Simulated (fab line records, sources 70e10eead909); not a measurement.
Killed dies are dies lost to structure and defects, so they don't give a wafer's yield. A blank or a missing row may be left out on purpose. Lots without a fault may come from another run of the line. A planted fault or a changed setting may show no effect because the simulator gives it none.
fab line records | flow nand_harc
record lots=12 wafers=36 last_day=24
route steps=1159 shown P_GATE@204 P_CONTACT@230 END@1159
lots that met no fault: from a run of the same line without faults
start_h: hours from the record's first day to the start of the lot's first wafer shown | wait_h: hours since the lot's step before | " the same as in the row above | L1.1+2: a row that stands for several wafers | - no value, or no start given | * or withheld: withheld | < > ~ a bound
route shown NAME@n: a module of which the file shows steps, and the number in the route of the first | usual: mean/standard deviation of fault-free wafers | same: alike in all rows | chamber/n: place in a boat | sites: the reading at each site | _std_site: their standard deviation | _edge_site: outer sites' mean less inner sites' | radius_mm: how far each site lies from the wafer's centre | mask NAME#n: copy n | behind: the tool/chamber that last shaped the wafer | hold: why the lot was held/for how many hours/how that ended | device: the transistor (n, p or np) that didn't switch | end of line: the same wafers' tests at the end of the route | a step without rows: its recipe alone | killed: dies lost to structure and defects at the first sort, not the wafer's yield | map: a wafer's dies, x killed, . not, _ none there
set.NAME: the setting as run; set.NAME@STEP: as run at that earlier step | model.NAME: the simulator's own value behind a step, which no gauge read
steps of the route over a sample of lots; a table a step, a row a wafer
services: from which hour (start_h, from the record's first day; less than 0 if before it) a tool's chamber was out of use, for how many hours, and why
## steps
# step NHARC_P_GATE_STRIP_113
# recipe power_w=1500 temp_c=110 time_s=740 chemistry=N2/H2
# usual drypump_motor_current_A=5.8/0.32 heater_power_w=95/9.5
# columns lot.wafer tool chamber start_h wait_h drypump_motor_current_A heater_power_w rf_hours_counter_h
L283.2 plasma_asher-01 0 98.63 0.2 5.9 104 64
L283.4 " 0 " " 5.9 104 -
L283.6 " 0 " " 5.9 105 -
L285.2 plasma_asher-01 0 113.84 0.2 5.9 108 2
L285.1 " 1 " " 6.1 86 2
L285.6 " 0 " " 5.9 109 -
L292.2 plasma_asher-02 1 160.47 0.3 5.5 92 48
L292.5 " 0 " " 5.3 89 -
L292.6 " 1 " " 5.4 93 -
L293.2 plasma_asher-01 1 164.49 0.2 6.1 85 19
L293.3 " 1 " " 6.1 85 -
L293.5 " 0 " " 5.9 109 -
L296.1 plasma_asher-02 0 181.42 0.3 5.3 91 55
L296.5 " 1 " " 5.5 93 -
L296.6 " 0 " " 5.2 90 -
L295.1 plasma_asher-01 0 181.77 0.3 5.9 106 24
L295.2 " 1 " " 6.1 84 24
L295.5 " 1 " " 6.1 85 -
L294.2 plasma_asher-02 1 182.27 0.3 5.5 93 56
L294.3 " 1 " " 5.4 94 -
L294.5 " 0 " " 5.3 92 -
L300.2 plasma_asher-02 0 199.30 0.2 5.3 89 4
L300.4 " 1 " " 5.5 100 -
L300.6 " 1 " " 5.5 100 -
L299.2 plasma_asher-01 0 200.22 0.2 5.9 106 34
L299.4 " 0 " " 5.9 105 -
L299.5 " 0 " " 5.9 109 -
L301.2 plasma_asher-01 1 212.36 0.3 6.1 85 37
L301.4 " 1 " " 6.1 86 -
L301.6 " 0 " " 5.9 109 -
L305.1 plasma_asher-02 1 237.00 0.3 5.4 99 16
L305.4 " 0 " " 5.3 90 -
L305.5 " 1 " " 5.4 95 -
L306.4 plasma_asher-01 1 237.57 0.5 6.1 86 -
L306.3 " 0 " " 6.0 108 -
L306.6 " 0 " " 5.9 109 -
# step NHARC_P_GATE_RTA_80
# recipe temp_c=300 time_s=30
# usual lamp_power_pct=2.02/0.12 lamp_zone_5_pct=2.02/0.12 wafer_temp_C_max=301.3/0.37
# columns lot.wafer tool chamber start_h wait_h lamp_power_pct lamp_zone_5_pct wafer_temp_C_max
L283.2 rtp_anneal-01 0 100.53 - 2.12 2.12 301.8
L283.4 " 0 " " 2.12 2.12 301.0
L283.6 " 0 " " 2.12 2.12 301.1
L285.1 rtp_anneal-01 0 115.92 - 2.12 2.12 301.5
L285.2 " 0 " " 2.12 2.12 302.0
L285.6 " 0 " " 2.12 2.12 301.7
L292.2 rtp_anneal-02 0 162.48 - 1.89 1.89 300.8
L292.5 " 0 " " 1.89 1.89 300.8
L292.6 " 0 " " 1.89 1.89 301.0
L293.2 rtp_anneal-01 0 166.83 - 2.12 2.12 300.9
L293.3 " 0 " " 2.12 2.12 301.3
L293.5 " 0 " " 2.12 2.12 301.0
L296.1 rtp_anneal-01 0 183.20 - 2.13 2.12 301.9
L296.5 " 0 " " 2.13 2.12 301.7
L296.6 " 0 " " 2.13 2.13 301.7
L295.1 rtp_anneal-01 0 183.85 - 2.12 2.12 301.3
L295.2 " 0 " " 2.12 2.12 301.9
L295.5 " 0 " " 2.12 2.12 301.8
L294.2 rtp_anneal-02 0 184.15 - 1.89 1.89 300.8
L294.3 " 0 " " 1.89 1.89 301.3
L294.5 " 0 " " 1.89 1.88 300.7
L300.2 rtp_anneal-02 0 201.22 - 1.89 1.88 300.9
L300.4 " 0 " " 1.89 1.89 301.1
L300.6 " 0 " " 1.89 1.89 300.9
L299.2 rtp_anneal-01 0 202.17 - 2.12 2.12 301.5
L299.4 " 0 " " 2.12 2.12 301.3
L299.5 " 0 " " 2.12 2.12 301.6
L301.2 rtp_anneal-02 0 214.17 - 1.89 1.88 301.4
L301.4 " 0 " " 1.89 1.88 300.9
L301.6 " 0 " " 1.88 1.89 300.7
L305.1 rtp_anneal-02 0 238.79 - 1.88 1.89 301.1
L305.4 " 0 " " 1.89 1.89 301.1
L305.5 " 0 " " 1.89 1.88 301.0
L306.3 rtp_anneal-02 0 239.29 - 1.88 1.89 301.0
L306.4 " 0 " " 1.89 1.88 300.9
L306.6 " 0 " " 1.89 1.89 301.6
# step NHARC_P_CONTACT_PEB_10
# recipe peb_temp_c=100 peb_time_s=65
# usual heater_power_total_W=156.6/0.41 resist_line_temp_C=23.03/0.097
# columns lot.wafer tool chamber start_h wait_h heater_power_total_W resist_line_temp_C
L283.2 litho_track-06 0 102.58 0.1 156.6 23.09
L283.4 " 0 " " 156.2 22.92
L283.6 " 0 " " 156.2 22.97
L285.1 litho_track-04 0 118.31 0.1 156.0 22.96
L285.2 " 0 " " 156.0 23.09
L285.6 " 0 " " 156.5 22.92
L292.2 litho_track-06 0 164.73 0.1 204.9 23.12
L292.5 " 0 " " 157.2 22.90
L292.6 " 0 " " 156.6 23.13
L293.2 litho_track-06 0 169.06 0.1 204.0 23.16
L293.3 " 0 " " 156.0 23.17
L293.5 " 0 " " 157.1 23.01
L296.1 litho_track-01 0 185.40 0.1 156.3 23.06
L296.5 " 0 " " 156.9 22.89
L296.6 " 0 " " 156.5 23.05
L295.1 litho_track-06 0 186.05 0.1 204.4 22.85
L295.2 " 0 " " 205.0 23.01
L295.5 " 0 " " 157.1 23.01
L294.2 litho_track-04 0 186.34 0.1 156.2 22.89
L294.3 " 0 " " 156.4 23.12
L294.5 " 0 " " 156.2 23.19
L300.2 litho_track-01 0 203.28 0.1 156.1 23.15
L300.4 " 0 " " 156.1 23.07
L300.6 " 0 " " 157.0 22.92
L299.2 litho_track-04 0 204.83 0.1 156.3 22.94
L299.4 " 0 " " 157.1 22.93
L299.5 " 0 " " 155.9 23.09
L301.2 litho_track-04 0 216.21 0.1 156.9 23.06
L301.4 " 0 " " 156.0 23.11
L301.6 " 0 " " 157.2 23.15
L305.1 litho_track-01 0 240.97 0.1 156.2 23.11
L305.4 " 0 " " 156.9 23.15
L305.5 " 0 " " 156.7 23.06
L306.3 litho_track-01 0 241.42 0.0 156.7 23.13
L306.4 " 0 " " 156.1 23.10
L306.6 " 0 " " 156.8 23.03
# step NHARC_P_CONTACT_CD_MEAS_12
# recipe target_cd_nm=90 landing_energy_ev=500
# usual cd_nm=90.0/0.73
# same landing_energy_ev=500
# columns lot.wafer tool chamber start_h wait_h cd_nm
L283.2 cd_sem-01 0 102.66 - 90.7
L283.4 " 0 " " 90.3
L283.6 " 0 " " 90.3
L285.1 cd_sem-02 0 118.38 - 89.2
L285.2 " 0 " " 90.3
L285.6 " 0 " " 89.5
L292.2 cd_sem-02 0 164.81 - 72.2
L292.5 " 0 " " 90.1
L292.6 " 0 " " 90.4
L293.2 cd_sem-03 0 169.15 - 72.6
L293.3 " 0 " " 91.6
L293.5 " 0 " " 91.2
L296.1 cd_sem-03 0 185.48 - 89.1
L296.5 " 0 " " 88.1
L296.6 " 0 " " 88.6
L295.1 cd_sem-03 0 186.13 - 70.9
L295.2 " 0 " " 70.4
L295.5 " 0 " " 90.5
L294.2 cd_sem-02 0 186.42 - 89.7
L294.3 " 0 " " 89.9
L294.5 " 0 " " 89.9
L300.2 cd_sem-01 0 203.36 - 88.8
L300.4 " 0 " " 89.6
L300.6 " 0 " " 90.1
L299.2 cd_sem-01 0 204.91 - 90.1
L299.4 " 0 " " 90.0
L299.5 " 0 " " 89.6
L301.2 cd_sem-03 0 216.29 - 90.4
L301.4 " 0 " " 90.6
L301.6 " 0 " " 89.9
L305.1 cd_sem-01 0 241.05 - 90.7
L305.4 " 0 " " 89.7
L305.5 " 0 " " 89.5
L306.3 cd_sem-03 0 241.50 - 89.1
L306.4 " 0 " " 90.6
L306.6 " 0 " " 89.5
# step NHARC_P_CONTACT_OVL_MEAS_13
# usual overlay_x_nm=0.1/0.75 overlay_y_nm=-0.1/0.9
# columns lot.wafer tool chamber start_h wait_h overlay_x_nm overlay_y_nm
L283.2 overlay-02 - 102.75 - 0.0 0.6
L283.4 " - " " -0.2 0.1
L283.6 " - " " 0.0 -0.6
L285.1 overlay-01 - 118.47 - -0.7 0.9
L285.2 " - " " -0.4 0.7
L285.6 " - " " -0.7 1.3
L292.2 overlay-02 - 164.90 - 1.7 1.1
L292.5 " - " " 0.8 1.5
L292.6 " - " " 0.7 1.1
L293.2 overlay-01 - 169.23 - 0.0 0.2
L293.3 " - " " 0.8 1.1
L293.5 " - " " -0.1 0.3
L296.1 overlay-02 - 185.57 - -1.1 -0.3
L296.5 " - " " -0.9 -0.9
L296.6 " - " " -0.7 -0.8
L295.1 overlay-01 - 186.22 - 1.4 -0.7
L295.2 " - " " 1.3 -0.7
L295.5 " - " " 0.9 -0.6
L294.2 overlay-02 - 186.50 - 0.4 0.0
L294.3 " - " " 0.0 0.4
L294.5 " - " " 0.4 0.6
L300.2 overlay-02 - 203.44 - 1.0 0.4
L300.4 " - " " 1.1 -0.2
L300.6 " - " " 0.8 0.6
L299.2 overlay-01 - 204.99 - -0.5 -1.4
L299.4 " - " " -0.7 -1.8
L299.5 " - " " -0.6 -1.1
L301.2 overlay-01 - 216.38 - 0.6 -0.8
L301.4 " - " " 0.7 -0.8
L301.6 " - " " 0.5 0.0
L305.1 overlay-01 - 241.15 - -0.5 0.2
L305.4 " - " " -0.9 -0.5
L305.5 " - " " -0.8 -0.5
L306.3 overlay-02 - 241.59 - -0.3 1.9
L306.4 " - " " -0.2 1.6
L306.6 " - " " 0.1 1.8
# step NHARC_P_CONTACT_CD_MEAS_19
# usual cd_nm=89.5/2.1
# columns lot.wafer tool chamber start_h wait_h cd_nm
L283.2 cd_sem-03 - 103.72 - 92.3
L283.4 " - " " 91.5
L283.6 " - " " 91.2
L285.1 cd_sem-03 - 119.48 - 90.4
L285.2 " - " " 90.7
L285.6 " - " " 89.6
L292.2 cd_sem-02 - 165.87 - 71.6
L292.5 " - " " 91.6
L292.6 " - " " 88.2
L293.2 cd_sem-01 - 170.20 - 73.2
L293.3 " - " " 91.2
L293.5 " - " " 94.7
L296.1 cd_sem-03 - 186.66 - 89.4
L296.5 " - " " 88.4
L296.6 " - " " 84.5
L295.1 cd_sem-01 - 187.21 - 70.5
L295.2 " - " " 70.1
L295.5 " - " " 91.1
L294.2 cd_sem-02 - 187.52 - 88.9
L294.3 " - " " 89.0
L294.5 " - " " 88.4
L300.2 cd_sem-01 - 204.42 - 89.0
L300.4 " - " " 85.3
L300.6 " - " " 86.6
L299.2 cd_sem-02 - 205.97 - 88.4
L299.4 " - " " 88.8
L299.5 " - " " 89.8
L301.2 cd_sem-01 - 217.35 - 87.1
L301.4 " - " " 90.0
L301.6 " - " " 91.9
L305.1 cd_sem-03 - 242.13 - 88.0
L305.4 " - " " 87.9
L305.5 " - " " 86.3
L306.3 cd_sem-02 - 242.64 - 91.1
L306.4 " - " " 89.3
L306.6 " - " " 88.8
# step NHARC_END_SORT_01
# recipe temp_c=25
# usual killed_at_array=25/7.8 killed_at_other=0.6/0.81 killed_at_periphery=3.3/2.2 killed_dies=29/8.2 killed_open=3.5/1.9 killed_short=1.8/1.3
# same gross_dies=677
# columns lot.wafer tool chamber start_h wait_h killed_at_array killed_at_other killed_at_periphery killed_dies killed_open killed_short
L293.2 prober-01 0 491.05 2.8 29 0 418 447 5 0
L293.3 prober-01 0 491.85 3.1 29 0 4 33 6 1
L293.5 prober-01 0 493.46 3.7 26 2 4 32 2 5
L292.2 prober-02 0 498.82 2.8 26 1 543 570 5 2
L292.5 prober-02 0 501.24 3.7 23 2 2 27 3 0
L292.6 prober-02 0 502.04 4.0 31 1 3 35 8 1
L295.1 prober-02 0 505.90 2.5 25 0 552 577 6 1
L295.2 prober-02 0 506.70 2.8 19 0 571 590 2 2
L295.5 prober-02 0 509.10 3.7 33 0 1 34 5 2
L294.2 prober-02 0 532.05 2.8 38 3 3 44 3 1
L294.3 prober-02 0 532.84 3.1 45 0 1 46 4 5
L294.5 prober-02 0 534.44 3.7 36 3 2 41 2 1
# killed by level:class
L293.2 P_CONTACT:area_peb=412 A_CHANNEL_HOLE_D1:chamber_film_flake=10 A_SLIT:chamber_film_flake=8 A_CONTACT:chamber_film_flake=6 A_CONTACT:geometric_particle:open=3 P_STI:chamber_film_flake=2 A_ONON_D1:geometric_particle:open=1 A_M0:geometric_particle:open=1
L293.3 A_SLIT:chamber_film_flake=12 A_CHANNEL_HOLE_D1:chamber_film_flake=7 A_CONTACT:chamber_film_flake=4 A_M0:geometric_particle:open=2 P_CONTACT:geometric_particle:open=1 P_M1:geometric_particle:open=1 A_CHANNEL_HOLE_D1:geometric_particle:short=1 A_CHANNEL_FILL_D1:geometric_particle:open=1
L293.5 A_SLIT:chamber_film_flake=10 A_CHANNEL_HOLE_D1:chamber_film_flake=7 A_CONTACT:chamber_film_flake=3 P_ZERO_WELL:chamber_film_flake=2 P_GATE:chamber_film_flake=2 A_SOURCE_PLATE:geometric_particle:short=1 A_ONON_D1:geometric_particle:short=1 A_CHANNEL_FILL_D1:geometric_particle:short=1
L292.2 P_CONTACT:area_peb=540 A_CHANNEL_HOLE_D1:chamber_film_flake=9 A_CONTACT:chamber_film_flake=5 A_WL_FILL:chamber_film_flake=3 A_SLIT:chamber_film_flake=2 P_CONTACT:geometric_particle:open=1 P_M1:geometric_particle:open=1 A_ONON_D1:geometric_particle:short=1
L292.5 A_CHANNEL_HOLE_D1:chamber_film_flake=8 A_CONTACT:chamber_film_flake=7 A_WL_FILL:geometric_particle:open=2 P_STI:chamber_film_flake=2 A_SLIT:chamber_film_flake=2 A_WL_FILL:chamber_film_flake=2 THIN_TSV:chamber_film_flake=2 A_ONON_D1:geometric_particle:open=1
L292.6 A_CHANNEL_HOLE_D1:chamber_film_flake=12 A_SLIT:chamber_film_flake=4 A_CONTACT:geometric_particle:open=3 A_ZERO_WELL:chamber_film_flake=3 A_CONTACT:chamber_film_flake=3 A_CHANNEL_FILL_D1:geometric_particle:open=2 A_CHANNEL_FILL_D1:chamber_film_flake=2 P_CONTACT:geometric_particle:open=1
L295.1 P_CONTACT:area_peb=547 A_SLIT:chamber_film_flake=9 A_CHANNEL_HOLE_D1:chamber_film_flake=5 P_CONTACT:geometric_particle:open=2 P_GATE:chamber_film_flake=2 A_ZERO_WELL:chamber_film_flake=2 A_STAIRCASE:chamber_film_flake=2 A_CONTACT:chamber_film_flake=2
L295.2 P_CONTACT:area_peb=569 A_SLIT:chamber_film_flake=10 A_CONTACT:chamber_film_flake=5 A_CHANNEL_HOLE_D1:chamber_film_flake=2 P_CONTACT:geometric_particle:short=1 P_M0:geometric_particle:short=1 A_CHANNEL_HOLE_D1:geometric_particle:open=1 A_SGD_CUT:geometric_particle:open=1
L295.5 A_SLIT:chamber_film_flake=14 A_CONTACT:chamber_film_flake=6 A_CHANNEL_HOLE_D1:chamber_film_flake=3 A_STAIRCASE:chamber_film_flake=3 A_M0:geometric_particle:open=2 A_M0:geometric_particle:short=2 P_CONTACT:geometric_particle:open=1 A_CONTACT:geometric_particle:open=1
L294.2 A_CHANNEL_HOLE_D1:chamber_film_flake=14 A_SLIT:chamber_film_flake=10 A_CONTACT:chamber_film_flake=9 A_CHANNEL_FILL_D1:chamber_film_flake=3 THIN_TSV:chamber_film_flake=3 P_GATE:geometric_particle:open=1 P_CONTACT:geometric_particle:open=1 A_WL_FILL:geometric_particle:short=1
L294.3 A_SLIT:chamber_film_flake=14 A_CHANNEL_HOLE_D1:chamber_film_flake=14 A_CONTACT:chamber_film_flake=6 A_CHANNEL_FILL_D1:chamber_film_flake=3 A_CHANNEL_FILL_D1:geometric_particle:short=2 A_WL_FILL:geometric_particle:short=2 P_M0:geometric_particle:open=1 A_SOURCE_PLATE:geometric_particle:short=1
L294.5 A_CHANNEL_HOLE_D1:chamber_film_flake=19 A_SLIT:chamber_film_flake=10 A_CONTACT:chamber_film_flake=4 THIN_TSV:chamber_film_flake=2 P_M1:geometric_particle:open=1 A_CONTACT:geometric_particle:open=1 STARTING-WAFER:geometric_particle:short=1 P_M1:chamber_film_flake=1
## services
# columns tool chamber start_h hours kind
litho_track-01 - 93.00 7.0 pm
plasma_asher-01 - 99.40 9.0 pm
plasma_asher-01 0 99.40 9.0 vent_cycle
plasma_asher-01 1 99.40 9.0 vent_cycle
plasma_asher-01 0 108.40 - clean
plasma_asher-01 1 108.40 - clean
litho_track-06 - 117.00 7.0 pm
plasma_asher-01 - 119.60 1.0 repair
litho_track-04 - 141.00 7.0 pm
litho_track-06 - 162.62 - consumable_replace:filter
plasma_asher-02 - 183.10 9.0 pm
plasma_asher-02 0 183.10 9.0 vent_cycle
plasma_asher-02 1 183.10 9.0 vent_cycle
plasma_asher-02 0 192.10 - clean
plasma_asher-02 1 192.10 - clean
plasma_asher-01 - 197.43 0.5 repair
## key
first_sign step=NHARC_P_CONTACT_PEB_10 reading=heater_power_total_W direction=up sigmas=99+ usual=* struck=*
effect step=NHARC_P_CONTACT_CD_MEAS_12 reading=cd_nm direction=down sigmas=25 usual=90.0 struck=71.5
effect step=NHARC_P_CONTACT_CD_MEAS_19 reading=cd_nm direction=down sigmas=8.6 usual=89.5 struck=71.4
effect step=NHARC_END_SORT_01 reading=killed_at_periphery direction=up sigmas=99+ usual=3.3 struck=521
more_kills_born_at NHARC_P_CONTACT_PEB_10@litho_track-06=2068
met_at NHARC_P_CONTACT_PEB_10
struck_lots L292,L293,L295
struck_wafers L292.2,L293.2,L295.1,L295.2
later_rows_left_out L292.2,L293.2,L295.1,L295.2
tester_left_out L292,L293,L295
not_acting_at NHARC_P_GATE_STRIP_113,NHARC_P_GATE_RTA_80,NHARC_P_CONTACT_OVL_MEAS_13
onset_between 102.58 164.73
fault kind=process_parameter_drift tool=litho_track-06 chamber=- onset_h=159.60 steps=NHARC_P_CONTACT_PEB_10 channel=peb_time_s offset=* shape=step end_h=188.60 scope=struck_wafers_only acts_in=* stated=*
# tester_left_out: of these lots the tester's yield and bins aren't shown, on N5 and GAA mostly nor the transistor test; their killed dies are dies lost to structure and defects alone, not to doping, threshold or leakage, so they don't give the yield
# later_rows_left_out: the simulator's readings of these wafers behind a module that went badly wrong aren't trusted and aren't shown, but for the sort
